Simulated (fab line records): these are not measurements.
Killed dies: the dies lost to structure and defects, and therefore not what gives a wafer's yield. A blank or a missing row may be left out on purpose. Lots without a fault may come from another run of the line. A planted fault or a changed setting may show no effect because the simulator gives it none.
Chamber matching	flow nand harc	NHARC_P_M1_CMP_23 on cmp-01: 4 sister chambers
The step polishes, t overpolish 20 s, target thk 157.82 nm. 4 wafers are shown with their chamber, then 10 later ones without.

## WAFERS WITH THEIR CHAMBER
wafer	chamber	motor current A (A)
L088.6	2	13.9
L090.4	3	13.4
L091.3	0	10.5
L091.5	1	14.3

## WAFERS MISSING THEIR CHAMBER
wafer	motor current A (A)
L091.6	10.2
L094.2	13.8
L094.3	10.6
L094.6	13.2
L094.1	13.6
L094.4	13.5
L094.5	10.7
L097.1	13.4
L097.5	10.4
L097.6	14.3

## EACH ONE'S CHAMBER
wafer	from the rows above	in truth
L091.6	0	0
L094.2	can't be placed: 2 or 3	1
L094.3	0	0
L094.6	3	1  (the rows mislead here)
L094.1	can't be placed: 3 or 2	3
L094.4	can't be placed: 3 or 2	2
L094.5	0	0
L097.1	3	3
L097.5	0	0
L097.6	1	1
Placed correctly: 6 of 10. Unplaceable from these rows: 3, with the true chamber sitting among the candidates in 2. Wrongly placed: 1.
How it was worked out, from the rows above alone: a wafer's distance from a chamber is the root of the sum, over the readings, of the square of ((its reading less the chamber's mean) divided by the reading's scatter). If the next closest chamber is less than 2 further off than the closest, the wafer can't be placed; otherwise it belongs to the closest. For every chamber, the mean is computed from those of its wafers that are shown. The scatter: with one shown wafer a chamber, the root of the mean of the squares of how far each hidden wafer lies from its nearest shown one.
